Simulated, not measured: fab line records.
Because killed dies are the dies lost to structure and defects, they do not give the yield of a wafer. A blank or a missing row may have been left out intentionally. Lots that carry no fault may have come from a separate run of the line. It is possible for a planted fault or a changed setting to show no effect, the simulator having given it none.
fab line records ; flow n5Finfet
record: lots: 8; wafers: 22; lastDay: 19
route steps=1938 shown GATE_CUT@468 BEOL_M4@1111 PASSIVATION@1936
lots that met no fault: taken from a fault-free run of the same line
startH: hours from the record's first day to the start of the lot's first wafer shown ; waitH: hours elapsed since this lot's preceding step ; " same as the row above ; L1.1+2: a row that stands for several wafers ; - either no value or no given start ; * or withheld: withheld ; < > ~ a bound
route shown NAME@n: a module of which the file shows steps, and the number in the route of the first ; usual: average and standard deviation across the fault-free wafers ; same: alike in all rows ; chamber/n: place in a boat ; sites: each site's reading ; _std_site: the standard deviation of these ; _edge_site: outer sites' mean less inner sites' ; radiusMm: for every site, how far away it sits from the centre of the wafer ; mask NAME#n: copy n ; behind: the tool/chamber that last shaped the wafer ; hold: why the lot went on hold/how many hours it stayed there/how the hold came to an end ; device: the transistor (n, p or np) that didn't switch ; end of line: the same wafers' tests at the end of the route ; step lacking rows: just its recipe ; killed: not the wafer's yield, but the dies lost to structure and defects at the first sort ; map: dies across one wafer; x = killed, . = not, _ = none there
set.NAME: the run value of the setting; set.NAME@STEP: its run value at that earlier step ; model.NAME: the simulator's own value behind a step, which no gauge read
the route's steps for a sample of lots (tables are steps, rows are wafers)
services: from which hour (startH, from the record's first day; less than 0 if before it) a tool's chamber was out of use, for how many hours, and why
== steps ==
step: N5_GATE_CUT_VAPOR_ETCH_60
recipe: chemistry: BCl3/Cl2; target: HfO2; mode: isotropic
usual: drypumpMotorCurrentA: 5.8/0.51; heBacksideLeakSccm: 3.5/0.46; oesProductAu: 0.82/0.12
lot.wafer;tool;chamber;startH;waitH;drypumpMotorCurrentA;heBacksideLeakSccm;oesProductAu
L244.2;rieMetal-03;0;116.00;0.0;6.4;3.1;0.86
L244.4;rieMetal-03;0;116.00;0.0;6.4;3.5;0.87
L244.6;rieMetal-03;1;116.00;0.0;5.5;3.5;0.92
L246.2;rieMetal-03;1;122.55;0.0;5.5;3.4;0.93
L248.2;rieMetal-03;1;139.17;0.0;5.5;6.7;0.93
L248.3;rieMetal-03;0;139.17;0.0;6.4;3.5;0.87
L248.5;rieMetal-03;1;139.17;0.0;5.5;3.5;0.92
L251.2;rieMetal-03;0;152.43;0.0;6.4;3.3;0.87
L251.3;rieMetal-03;0;152.43;0.0;6.4;3.3;0.86
L251.4;rieMetal-03;1;152.43;0.0;5.5;3.3;0.92
L254.2;rieMetal-01;0;169.80;0.0;6.1;3.3;0.62
L254.4;rieMetal-01;0;169.80;0.0;6.1;3.5;0.61
L254.5;rieMetal-01;1;169.80;0.0;4.9;3.6;0.62
L257.4;rieMetal-02;1;193.35;0.0;5.7;3.1;0.77
L257.5;rieMetal-02;0;193.35;0.0;5.4;3.3;0.84
L257.6;rieMetal-02;1;193.35;0.0;5.7;3.4;0.78
L258.1;rieMetal-03;0;195.87;0.0;6.4;3.6;0.84
L258.2;rieMetal-03;1;195.87;0.0;5.5;3.6;0.89
L258.4;rieMetal-03;0;195.87;0.0;6.4;3.4;0.85
L259.1;rieMetal-01;1;203.30;0.0;4.9;3.7;0.62
L259.2;rieMetal-01;0;203.30;0.0;6.1;3.5;0.62
L259.3;rieMetal-01;0;203.30;0.0;6.1;3.4;0.62
step: N5_GATE_CUT_ETCH_36
recipe: chemistry: CF4; target: SiARC; targetDepthA: 130; maskMaterial: CAR-EUV; timeS: 21.7; ionEnergyEv: 80; pressureMtorr: 40; sourceW: 545; biasW: 36; Ar_flow_sccm: 100; cf4FlowSccm: 100; ends: cleared
usual: biasW: 35.97/0.1; cf4FlowSccm: 99.98/0.26; drypumpMotorCurrentA: 5.6/0.35; etchRfOnTimeS: 21.6/0.43; oesProductAu: 0.67/0.07; rfVppV: 184.3/1.2; showerheadPlenumPTorr: 2.15/0.071; throttleValvePct: 15.78/0.22
lot.wafer;tool;chamber;startH;waitH;biasW;cf4FlowSccm;drypumpMotorCurrentA;etchRfOnTimeS;oesProductAu;rfHoursCounterH;rfVppV;showerheadPlenumPTorr;throttleValvePct
L244.2;rieDiel-03;3;119.65;0.0;-;-;-;-;-;-;-;-;-
L244.4;rieDiel-03;0;119.65;0.0;-;-;-;-;-;-;-;-;-
L244.6;rieDiel-03;2;119.65;0.0;-;-;-;-;-;-;-;-;-
L246.2;rieDiel-01;3;126.20;0.0;-;-;-;-;-;-;-;-;-
L248.2;rieDiel-01;1;142.82;0.0;35.95;100.21;6.1;21.6;0.64;172;183.3;2.13;15.82
L248.3;rieDiel-01;3;142.82;0.0;35.81;100.02;6.4;21.1;0.63;171;182.7;2.05;15.69
L248.5;rieDiel-01;3;142.82;0.0;35.81;99.86;6.4;21.1;0.64;-;182.6;2.05;15.69
L251.2;rieDiel-03;3;156.04;0.0;36.14;100.20;5.5;21.7;0.63;189;183.2;2.13;15.99
L251.3;rieDiel-03;1;156.04;0.0;35.84;99.96;5.9;21.3;0.60;248;182.1;2.01;16.02
L251.4;rieDiel-03;0;156.04;0.0;35.87;100.00;5.4;21.5;0.65;171;184.3;2.14;15.68
L254.2;rieDiel-02;1;173.53;0.0;35.80;100.40;5.6;22.4;0.61;185;184.5;2.21;15.79
L254.4;rieDiel-02;0;173.53;0.0;35.95;99.79;5.8;21.7;0.74;52;183.5;2.10;15.30
L254.5;rieDiel-02;3;173.53;0.0;36.18;99.77;5.0;21.4;0.81;-;186.3;2.29;15.67
L257.4;rieDiel-03;3;197.13;0.0;36.06;99.79;5.5;22.0;0.62;202;183.6;2.13;16.01
L257.5;rieDiel-03;3;197.13;0.0;36.01;99.76;5.5;22.0;0.63;-;183.1;2.13;16.00
L257.6;rieDiel-03;2;197.13;0.0;36.02;100.09;5.4;21.3;0.65;-;182.6;2.13;15.89
L258.1;rieDiel-03;3;199.81;0.0;35.88;100.03;5.5;21.9;0.63;203;185.0;2.13;16.02
L258.2;rieDiel-03;1;199.81;0.0;36.02;99.66;6.0;20.9;0.81;6;186.6;2.26;15.55
L258.4;rieDiel-03;2;199.81;0.0;36.02;99.60;5.3;21.4;0.65;152;184.6;2.13;15.92
L259.1;rieDiel-03;2;207.56;0.0;35.88;99.88;5.3;21.6;0.63;155;184.1;2.13;15.91
L259.2;rieDiel-03;3;207.56;0.0;35.96;100.11;5.5;22.2;0.62;205;184.1;2.13;16.01
L259.3;rieDiel-03;0;207.56;0.0;36.00;100.06;5.4;21.6;0.63;188;184.7;2.13;15.72
step: N5_GATE_CUT_ETCH_37
recipe: chemistry: N2/H2; target: SOC; targetDepthA: 600; overetchA: 120; maskMaterial: SiARC; tempC: 40; timeS: 90; ionEnergyEv: 200; pressureMtorr: 30; sourceW: 840; biasW: 150; n2FlowSccm: 200; h2FlowSccm: 200
usual: biasW: 150.0/0.44; chamberPressureMTorr: 29.999/0.027; drypumpMotorCurrentA: 5.6/0.35; oesProductAu: 0.70/0.071; rfVppV: 524.2/2.7; showerheadPlenumPTorr: 2.55/0.088; throttleValvePct: 18.02/0.22
lot.wafer;tool;chamber;startH;waitH;biasW;chamberPressureMTorr;drypumpMotorCurrentA;oesProductAu;rfHoursCounterH;rfVppV;showerheadPlenumPTorr;throttleValvePct
L244.2;rieDiel-03;3;119.67;0.0;150.3;29.983;5.5;0.29;178;524.7;2.52;18.12
L244.4;rieDiel-03;0;119.67;0.0;149.6;30.011;5.4;0.28;160;523.2;2.55;18.00
L244.6;rieDiel-03;2;119.67;0.0;150.4;29.942;5.4;0.29;-;524.7;2.54;17.91
L246.2;rieDiel-01;3;126.23;0.0;149.4;30.023;6.5;0.28;166;520.6;2.44;17.93
L248.2;rieDiel-01;1;142.85;0.0;149.2;30.004;6.0;0.67;172;523.3;2.54;18.18
L248.3;rieDiel-01;3;142.85;0.0;150.0;29.995;6.5;0.66;171;521.8;2.44;18.00
L248.5;rieDiel-01;3;142.85;0.0;149.6;29.960;6.5;0.66;-;520.4;2.44;18.01
L251.2;rieDiel-03;3;156.06;0.0;150.3;30.022;5.5;0.67;189;524.5;2.52;18.21
L251.3;rieDiel-03;1;156.06;0.0;149.2;29.998;6.0;0.62;248;519.9;2.39;18.32
L251.4;rieDiel-03;0;156.06;0.0;150.3;30.018;5.4;0.67;171;523.4;2.55;18.08
L254.2;rieDiel-02;1;173.56;0.0;150.1;30.054;5.6;0.65;185;526.7;2.64;18.11
L254.4;rieDiel-02;0;173.56;0.0;150.4;30.005;5.8;0.77;52;521.7;2.49;17.49
L254.5;rieDiel-02;3;173.56;0.0;149.8;29.946;5.1;0.84;-;528.3;2.70;17.79
L257.4;rieDiel-03;3;197.15;0.0;149.0;30.021;5.5;0.66;202;523.3;2.51;18.22
L257.5;rieDiel-03;3;197.15;0.0;149.9;30.007;5.5;0.66;-;525.7;2.51;18.23
L257.6;rieDiel-03;2;197.15;0.0;150.1;29.993;5.4;0.67;-;523.1;2.53;18.02
L258.1;rieDiel-03;3;199.84;0.0;150.4;30.025;5.5;0.66;203;522.7;2.51;18.23
L258.2;rieDiel-03;1;199.84;0.0;150.5;30.045;5.9;0.84;6;528.7;2.71;17.91
L258.4;rieDiel-03;2;199.84;0.0;149.3;30.048;5.3;0.67;152;524.8;2.53;18.02
L259.1;rieDiel-03;2;207.58;0.0;149.6;30.021;5.4;0.66;155;523.3;2.52;18.01
L259.2;rieDiel-03;3;207.58;0.0;150.3;29.989;5.5;0.66;205;524.2;2.51;18.23
L259.3;rieDiel-03;0;207.58;0.0;149.9;30.013;5.4;0.66;188;523.4;2.54;18.10
step: N5_GATE_CUT_HM_OPEN_40
recipe: chemistry: C4F6/O2; target: SiO2; maskMaterial: SiARC; targetDepthA: 1390; timeS: 85.1; ionEnergyEv: 250; pressureMtorr: 30; sourceW: 345; biasW: 185; Ar_flow_sccm: 300; C4F6_flow_sccm: 10; O2_flow_sccm: 10; ends: cleared
usual: O2_flow_sccm: 10.00/0.031; drypumpMotorCurrentA: 5.6/0.35; etchRfOnTimeS: 92.8/1.8; oesProductAu: 0.70/0.074; rfVppV: 668/11; showerheadPlenumPTorr: 2.86/0.097; throttleValvePct: 21.12/0.23
lot.wafer;tool;chamber;startH;waitH;O2_flow_sccm;drypumpMotorCurrentA;etchRfOnTimeS;oesProductAu;rfHoursCounterH;rfVppV;showerheadPlenumPTorr;throttleValvePct
L244.2;rieDiel-03;3;119.76;0.0;10.00;5.5;212.7;0.29;178;652;2.84;21.11
L244.4;rieDiel-03;0;119.76;0.0;9.96;5.4;212.8;0.28;160;675;2.86;20.86
L244.6;rieDiel-03;2;119.76;0.0;10.01;5.3;212.8;0.29;-;663;2.84;20.96
L246.2;rieDiel-01;3;126.31;0.0;10.02;6.4;212.8;0.28;166;671;2.71;20.73
L248.2;rieDiel-01;1;142.93;0.0;10.01;6.1;94.3;0.67;172;668;2.84;21.21
L248.3;rieDiel-01;3;142.93;0.0;10.00;6.5;90.8;0.67;171;671;2.71;20.95
L248.5;rieDiel-01;3;142.93;0.0;10.02;6.4;94.3;0.68;-;672;2.71;20.93
L251.2;rieDiel-03;3;156.15;0.0;9.95;5.5;93.0;0.67;189;655;2.83;21.32
L251.3;rieDiel-03;1;156.15;0.0;10.00;5.9;90.1;0.64;248;677;2.68;21.31
L251.4;rieDiel-03;0;156.15;0.0;9.98;5.4;94.4;0.68;171;675;2.85;21.06
L254.2;rieDiel-02;1;173.64;0.0;9.99;5.6;94.1;0.65;185;674;2.94;21.15
L254.4;rieDiel-02;0;173.64;0.0;10.00;5.8;94.4;0.77;52;670;2.78;20.54
L254.5;rieDiel-02;3;173.64;0.0;9.97;5.0;94.2;0.85;-;683;3.05;21.16
L257.4;rieDiel-03;3;197.24;0.0;9.96;5.5;93.6;0.66;202;654;2.83;21.33
L257.5;rieDiel-03;3;197.24;0.0;10.01;5.5;94.4;0.66;-;653;2.83;21.32
L257.6;rieDiel-03;2;197.24;0.0;10.04;5.4;91.8;0.68;-;661;2.83;21.21
L258.1;rieDiel-03;3;199.92;0.0;10.00;5.5;94.7;0.66;203;655;2.83;21.34
L258.2;rieDiel-03;1;199.92;0.0;10.06;5.9;89.7;0.86;6;689;3.01;20.99
L258.4;rieDiel-03;2;199.92;0.0;9.98;5.3;92.8;0.68;152;660;2.83;21.21
L259.1;rieDiel-03;2;207.67;0.0;9.93;5.3;90.9;0.68;155;661;2.83;21.20
L259.2;rieDiel-03;3;207.67;0.0;10.04;5.5;92.5;0.66;205;655;2.83;21.36
L259.3;rieDiel-03;0;207.67;0.0;10.03;5.4;92.7;0.66;188;673;2.85;21.09
step: N5_GATE_CUT_ETCH_47
recipe: chemistry: Cl2/BCl3; target: SiO2; targetDepthA: 100; pressureMtorr: 10; icpW: 1000; biasW: 126; Cl2_flow_sccm: 53.25; bcl3FlowSccm: 21.75; Ar_flow_sccm: 25
usual: bcl3FlowSccm: 21.75/0.058; biasW: 126.0/0.33; drypumpMotorCurrentA: 5.7/0.48; oesProductAu: 0.76/0.12; throttleValvePct: 22.78/0.22
lot.wafer;tool;chamber;startH;waitH;bcl3FlowSccm;biasW;drypumpMotorCurrentA;oesProductAu;rfHoursCounterH;throttleValvePct
L244.2;rieMetal-01;1;120.17;0.0;21.68;125.5;5.0;0.62;110;23.04
L244.4;rieMetal-01;1;120.17;0.0;21.61;126.0;4.9;0.63;-;23.04
L244.6;rieMetal-01;1;120.17;0.0;21.72;125.8;4.9;0.63;-;23.03
L246.2;rieMetal-01;0;126.69;0.0;21.84;126.2;6.1;0.63;110;22.92
L248.2;rieMetal-02;0;143.31;0.0;21.80;125.8;5.4;0.88;10;22.79
L248.3;rieMetal-02;0;143.31;0.0;21.76;125.4;5.4;0.87;-;22.80
L248.5;rieMetal-02;0;143.31;0.0;21.73;126.2;5.4;0.86;-;22.78
L251.2;rieMetal-03;0;156.53;0.0;21.67;126.2;6.4;0.86;21;22.87
L251.3;rieMetal-03;1;156.53;0.0;21.76;125.5;5.5;0.92;-;22.55
L251.4;rieMetal-03;0;156.53;0.0;21.69;126.4;6.4;0.86;-;22.85
L254.2;rieMetal-03;1;174.02;0.0;21.64;126.0;5.5;0.90;13;22.53
L254.4;rieMetal-03;1;174.02;0.0;21.63;126.0;5.5;0.91;-;22.52
L254.5;rieMetal-03;0;174.02;0.0;21.77;125.8;6.4;0.86;-;22.87
L257.4;rieMetal-01;0;197.62;0.0;21.69;125.8;6.1;0.62;-;22.92
L257.5;rieMetal-01;0;197.62;0.0;21.76;125.4;6.1;0.62;-;22.93
L257.6;rieMetal-01;1;197.62;0.0;21.67;125.6;4.9;0.62;-;23.04
L258.1;rieMetal-03;0;200.30;0.0;21.72;125.8;6.4;0.83;26;22.87
L258.2;rieMetal-03;1;200.30;0.0;21.72;126.1;5.5;0.88;16;22.55
L258.4;rieMetal-03;0;200.30;0.0;21.69;125.6;6.4;0.83;-;22.87
L259.1;rieMetal-01;0;208.05;0.0;21.78;126.0;6.1;0.62;116;22.93
L259.2;rieMetal-01;1;208.05;0.0;21.76;125.6;4.9;0.61;116;23.05
L259.3;rieMetal-01;1;208.05;0.0;21.76;126.1;4.9;0.61;-;23.05
step: N5_GATE_CUT_VAPOR_ETCH_49
recipe: chemistry: BCl3/Cl2; target: TiAlC; mode: isotropic
usual: drypumpMotorCurrentA: 5.7/0.48; heBacksideLeakSccm: 3.40/0.25; oesProductAu: 0.77/0.12
lot.wafer;tool;chamber;startH;waitH;drypumpMotorCurrentA;heBacksideLeakSccm;oesProductAu
L244.2;rieMetal-01;1;120.23;0.0;4.9;3.58;0.64
L244.4;rieMetal-01;1;120.23;0.0;4.9;3.72;0.64
L244.6;rieMetal-01;1;120.23;0.0;4.9;3.54;0.63
L246.2;rieMetal-01;0;126.75;0.0;6.1;3.31;0.62
L248.2;rieMetal-02;0;143.37;0.0;5.4;3.07;0.86
L248.3;rieMetal-02;0;143.37;0.0;5.4;3.11;0.88
L248.5;rieMetal-02;0;143.37;0.0;5.4;3.14;0.87
L251.2;rieMetal-03;0;156.59;0.0;6.4;3.10;0.86
L251.3;rieMetal-03;1;156.59;0.0;5.5;3.69;0.92
L251.4;rieMetal-03;0;156.59;0.0;6.4;2.97;0.86
L254.2;rieMetal-03;1;174.08;0.0;5.5;3.34;0.90
L254.4;rieMetal-03;1;174.08;0.0;5.5;3.30;0.91
L254.5;rieMetal-03;0;174.08;0.0;6.4;3.33;0.85
L257.4;rieMetal-01;0;197.68;0.0;6.1;3.51;0.62
L257.5;rieMetal-01;0;197.68;0.0;6.1;3.28;0.61
L257.6;rieMetal-01;1;197.68;0.0;4.9;3.59;0.62
L258.1;rieMetal-03;0;200.36;0.0;6.4;3.39;0.84
L258.2;rieMetal-03;1;200.36;0.0;5.5;3.48;0.89
L258.4;rieMetal-03;0;200.36;0.0;6.4;3.38;0.85
L259.1;rieMetal-01;0;208.11;0.0;6.1;3.20;0.62
L259.2;rieMetal-01;1;208.11;0.0;4.9;3.69;0.63
L259.3;rieMetal-01;1;208.11;0.0;4.9;3.70;0.62
step: N5_BEOL_M4_RC_MEAS_101
usual: DIBL_N: 35.1/1.6; DIBL_P: 34.9/1.8; IOFF_N: 0.143/0.026; IOFF_P: 0.21/0.037; ION_N: 671/11; ION_P: 463/7.8; SS_N: 71.2/0.58; SS_P: 73.0/0.54; VT_N: 251/3; VT_P: -250/4.1
lot.wafer;tool;chamber;startH;waitH;DIBL_N[mV/V];DIBL_P[mV/V];IOFF_N[nA/um];IOFF_P[nA/um];ION_N[uA/um];ION_P[uA/um];SS_N[mV/dec];SS_P[mV/dec];VT_N[mV];VT_P[mV]
L248.2;prober-02;0;248.51;0.2;35.2;34.4;0.143;0.19;676;462;71.2;73.3;252;-253
L248.3;prober-02;0;248.51;0.2;36.0;35.8;0.156;0.21;678;466;72.0;74.1;249;-250
L248.5;prober-02;0;248.51;0.2;34.7;34.0;0.136;0.19;671;462;71.2;73.2;251;-253
L251.2;prober-02;0;263.23;0.2;36.7;36.5;0.161;0.26;684;474;71.2;73.9;250;-244
L251.3;prober-02;0;263.23;0.2;38.4;37.9;0.194;0.30;687;478;72.3;73.7;246;-242
L251.4;prober-02;0;263.23;0.2;38.0;37.9;0.191;0.30;692;478;71.5;73.6;248;-239
L254.2;prober-01;0;292.09;0.2;34.3;32.9;0.113;0.21;654;457;70.6;72.9;259;-250
L254.4;prober-01;0;292.09;0.2;37.8;37.6;0.182;0.30;681;475;71.5;73.5;249;-243
L254.5;prober-01;0;292.09;0.2;39.0;37.7;0.201;0.29;676;466;72.7;74.2;249;-243
L257.4;prober-01;0;311.07;0.5;34.1;34.2;0.138;0.20;668;462;70.5;73.2;251;-247
L257.5;prober-01;0;311.07;0.5;34.5;33.9;0.140;0.19;670;459;71.0;73.2;253;-249
L257.6;prober-01;0;311.07;0.5;34.7;36.2;0.165;0.24;696;477;71.9;73.1;246;-246
L258.1;prober-01;0;317.73;0.0;33.6;33.2;0.113;0.18;655;462;70.6;72.5;253;-249
L258.2;prober-01;0;317.73;0.0;36.4;36.0;0.156;0.22;676;475;71.6;73.7;252;-248
L258.4;prober-01;0;317.73;0.0;33.3;32.2;0.106;0.16;656;455;70.8;71.9;255;-252
L259.1;prober-01;0;330.80;0.0;34.3;33.8;0.121;0.19;656;450;71.3;72.6;253;-251
L259.2;prober-01;0;330.80;0.0;37.4;38.1;0.175;0.26;675;472;71.4;73.6;249;-247
L259.3;prober-01;0;330.80;0.0;36.3;36.9;0.154;0.23;674;472;71.2;72.7;251;-250
step: N5_PASSIVATION_PROBE_49
usual: killed_at_M0_to_M3: 36/11; killed_at_M4_up: 14/5.2; killedAtContacts: 12/6.1; killedAtFrontEnd: 40/12; killedAtOther: 3.2/2.5; killedDies: 105/16; killedOnRim: 14/4.4; killedOpen: 68/12; killedShort: 35/8.7
same: grossDies: 1180; killedAtBackSide: 0
lot.wafer;tool;chamber;startH;waitH;killed_at_M0_to_M3;killed_at_M4_up;killedAtContacts;killedAtFrontEnd;killedAtOther;killedDies;killedOnRim;killedOpen;killedShort
L244.2;prober-01;-;332.91;0.1;34;16;8;1121;1;1180;152;54;34
L244.4;prober-01;-;333.01;0.2;37;12;9;1119;3;1180;152;57;35
L244.6;prober-01;-;333.11;0.3;38;11;11;1115;5;1180;152;54;39
L246.2;prober-02;-;349.21;0.1;53;5;12;1109;1;1180;152;73;35
L251.2;prober-02;-;370.11;0.1;34;12;13;31;2;92;19;61;30
L251.3;prober-02;-;370.16;0.1;26;10;12;34;0;82;9;52;30
L251.4;prober-02;-;370.21;0.2;59;11;11;35;1;117;12;75;41
L254.2;prober-01;-;409.40;0.1;34;21;9;45;3;112;21;73;34
L254.4;prober-01;-;409.50;0.2;31;8;7;33;8;87;9;62;20
L254.5;prober-01;-;409.55;0.2;31;11;13;48;8;111;8;62;47
L258.1;prober-01;-;420.76;0.0;48;13;7;44;2;114;21;70;33
L258.2;prober-01;-;420.81;0.1;39;37;9;32;1;118;17;60;56
L258.4;prober-01;-;420.91;0.2;42;21;17;50;5;135;23;82;49
L259.1;prober-01;-;448.81;0.0;44;18;8;58;4;132;22;93;37
L259.2;prober-01;-;448.86;0.1;36;24;10;58;7;135;21;80;51
L259.3;prober-01;-;448.91;0.1;35;11;7;30;2;85;9;40;42
killed by level:class
L244.2 GATE_CUT:areaEtch=1092 BEOL_M0_SAQP:geometricParticle:short=10 BEOL_M0_SAQP:geometricParticle:open=8 MOL_CONTACT_COAG:geometricParticle:open=7 BEOL_M4:geometricParticle:open=7 BEOL_M2:geometricParticle:open=6 FIN_SAQP:geometricParticle:open=5 BEOL_M1:geometricParticle:open=5
L244.4 GATE_CUT:areaEtch=1088 FIN_SAQP:geometricParticle:open=11 BEOL_M2:geometricParticle:open=11 BEOL_M0_SAQP:geometricParticle:short=9 FIN_SAQP:geometricParticle:short=7 MOL_CONTACT_COAG:geometricParticle:open=6 BEOL_M0_SAQP:geometricParticle:open=5 BEOL_M3:geometricParticle:open=5
L244.6 GATE_CUT:areaEtch=1087 BEOL_M0_SAQP:geometricParticle:short=13 BEOL_M0_SAQP:geometricParticle:open=8 BEOL_M1:geometricParticle:open=7 FIN_SAQP:geometricParticle:short=6 MOL_CONTACT_COAG:geometricParticle:short=6 MOL_CONTACT_COAG:geometricParticle:open=5 BEOL_M4:geometricParticle:open=5
L246.2 GATE_CUT:areaEtch=1070 BEOL_M0_SAQP:geometricParticle:open=23 BEOL_M0_SAQP:geometricParticle:short=19 STI_FIN_REVEAL:geometricParticle:open=12 MOL_CONTACT_COAG:geometricParticle:open=9 FIN_SAQP:geometricParticle:open=6 FIN_SAQP:geometricParticle:short=5 BEOL_M3:geometricParticle:open=4
L251.2 BEOL_M3:geometricParticle:open=10 MOL_CONTACT_COAG:geometricParticle:open=9 FIN_SAQP:geometricParticle:open=8 BEOL_M0_SAQP:geometricParticle:short=8 STI_FIN_REVEAL:geometricParticle:open=7 BEOL_M2:geometricParticle:open=7 GATE_CUT:geometricParticle:open=5 MOL_CONTACT_COAG:geometricParticle:short=4
L251.3 MOL_CONTACT_COAG:geometricParticle:open=11 GATE_CUT:geometricParticle:short=9 STI_FIN_REVEAL:geometricParticle:open=7 BEOL_M2:geometricParticle:open=6 BEOL_M0_SAQP:geometricParticle:short=6 BEOL_M4:geometricParticle:open=6 BEOL_M0_SAQP:geometricParticle:open=5 BEOL_M3:geometricParticle:open=4
L251.4 BEOL_M0_SAQP:geometricParticle:short=19 BEOL_M2:geometricParticle:open=14 MOL_CONTACT_COAG:geometricParticle:open=10 BEOL_M0_SAQP:geometricParticle:open=10 FIN_SAQP:geometricParticle:open=8 STI_FIN_REVEAL:geometricParticle:open=8 BEOL_M3:geometricParticle:open=8 FIN_SAQP:geometricParticle:short=6
L254.2 STI_FIN_REVEAL:geometricParticle:open=10 BEOL_M4:geometricParticle:open=10 BEOL_M0_SAQP:geometricParticle:short=8 MOL_CONTACT_COAG:geometricParticle:open=7 BEOL_M0_SAQP:geometricParticle:open=7 GATE_CUT:geometricParticle:short=6 FIN_SAQP:geometricParticle:short=5 DUMMY_GATE:geometricParticle:open=5
L254.4 STI_FIN_REVEAL:geometricParticle:open=12 BEOL_M1:geometricParticle:open=7 BEOL_M2:geometricParticle:open=7 BEOL_M0_SAQP:geometricParticle:open=6 BEOL_M0_SAQP:geometricParticle:short=6 FIN_SAQP:geometricParticle:open=4 BEOL_M3:geometricParticle:open=4 MOL_CONTACT_COAG:geometricParticle:open=4
L254.5 STI_FIN_REVEAL:geometricParticle:open=15 BEOL_M0_SAQP:geometricParticle:short=12 MOL_CONTACT_COAG:geometricParticle:open=11 GATE_CUT:geometricParticle:short=6 STI_FIN_REVEAL:geometricParticle:short=5 BEOL_M2:geometricParticle:open=5 BEOL_M0_SAQP:geometricParticle:open=5 SPACER0:geometricParticle:short=4
L258.1 DUMMY_GATE:geometricParticle:open=8 BEOL_M3:geometricParticle:open=8 FIN_SAQP:geometricParticle:short=7 HKMG_FIN:areaEtch=7 BEOL_M0_SAQP:geometricParticle:short=6 BEOL_M0:geometricParticle:open=6 BEOL_M2:geometricParticle:open=6 BEOL_M2:geometricParticle:short=6
L258.2 BEOL_M4:geometricParticle:open=11 BEOL_M7:geometricParticle:open=10 BEOL_M0_SAQP:geometricParticle:short=9 FIN_SAQP:geometricParticle:short=8 GATE_CUT:geometricParticle:short=8 BEOL_M4:geometricParticle:short=7 BEOL_M1:geometricParticle:open=5 MOL_CONTACT_COAG:geometricParticle:open=5
L258.4 MOL_CONTACT_COAG:geometricParticle:open=13 GATE_CUT:geometricParticle:short=12 BEOL_M2:geometricParticle:open=11 FIN_SAQP:geometricParticle:short=10 BEOL_M3:geometricParticle:open=9 BEOL_M4:geometricParticle:open=9 FIN_SAQP:geometricParticle:open=7 BEOL_M0_SAQP:geometricParticle:open=6
L259.1 FIN_SAQP:geometricParticle:open=23 BEOL_M4:geometricParticle:open=14 BEOL_M0_SAQP:geometricParticle:open=10 BEOL_M0_SAQP:geometricParticle:short=9 BEOL_M3:geometricParticle:open=9 FIN_SAQP:geometricParticle:short=8 STI_FIN_REVEAL:geometricParticle:open=7 DUMMY_GATE:geometricParticle:open=6
L259.2 FIN_SAQP:geometricParticle:short=15 FIN_SAQP:geometricParticle:open=11 BEOL_M4:geometricParticle:open=11 BEOL_M0_SAQP:geometricParticle:short=10 MOL_CONTACT_COAG:geometricParticle:open=8 STI_FIN_REVEAL:geometricParticle:open=7 DUMMY_GATE:geometricParticle:open=6 BEOL_M3:geometricParticle:open=6
L259.3 BEOL_M0_SAQP:geometricParticle:short=10 FIN_SAQP:geometricParticle:short=8 BEOL_M0_SAQP:geometricParticle:open=7 BEOL_M3:geometricParticle:short=7 MOL_CONTACT_COAG:geometricParticle:open=6 BEOL_M3:geometricParticle:open=6 STI_FIN_REVEAL:geometricParticle:open=4 GATE_CUT:geometricParticle:short=4
== services ==
tool;chamber;startH;hours;kind
rieDiel-03;0;96.09;2.1;repair
rieDiel-02;3;99.93;-;clean
rieDiel-02;3;99.93;-;consumableReplace:focusRing
rieDiel-02;3;99.93;-;consumableReplace:showerhead
rieDiel-02;3;99.93;17.9;scheduledDown
rieDiel-02;3;99.93;17.9;ventCycle
rieMetal-03;-;119.08;2.8;pm
rieDiel-03;1;123.37;2.8;repair
rieDiel-01;1;129.06;5.2;repair
rieDiel-01;1;149.61;2.3;repair
rieDiel-01;2;150.61;2.8;repair
rieDiel-03;1;161.54;-;clean
rieDiel-03;1;161.54;-;consumableReplace:focusRing
rieDiel-03;1;161.54;-;consumableReplace:showerhead
rieDiel-03;1;161.54;15.7;scheduledDown
rieDiel-03;1;161.54;15.7;ventCycle
== key ==
firstSign: step: N5_GATE_CUT_ETCH_36; reading: toolRecord; direction: missing
effect: step: N5_GATE_CUT_ETCH_37; reading: oesProductAu; direction: down; sigmas: 5.9; usual: 0.70; struck: 0.28
effect: step: N5_GATE_CUT_HM_OPEN_40; reading: etchRfOnTimeS; direction: up; sigmas: 66; usual: *; struck: *
effect: step: N5_PASSIVATION_PROBE_49; reading: killedAtFrontEnd; direction: up; sigmas: 93; usual: 40; struck: 1116
moreKillsBornAt: N5_GATE_CUT_ETCH_36@rieDiel-03: 3267; N5_GATE_CUT_ETCH_36@rieDiel-01: 1070
metAt N5_GATE_CUT_ETCH_36
struckLots L244,L246
laterRowsLeftOut L244.2,L244.4,L244.6,L246.2
testerLeftOut L244,L246
notActingAt N5_GATE_CUT_VAPOR_ETCH_60,N5_GATE_CUT_ETCH_47,N5_GATE_CUT_VAPOR_ETCH_49
fault: kind: skippedStepWhole; tool: rieDiel-01,rieDiel-03; chamber: -; onsetH: 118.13; steps: N5_GATE_CUT_ETCH_36; scope: struckLotsOnly
testerLeftOut: of these lots the tester's yield and bins aren't shown, on N5 and GAA mostly nor the transistor test; their killed dies are dies lost to structure and defects alone, not to doping, threshold or leakage, so they don't give the yield
laterRowsLeftOut: the simulator's readings of these wafers behind a module that went badly wrong aren't trusted and aren't shown, but for the sort
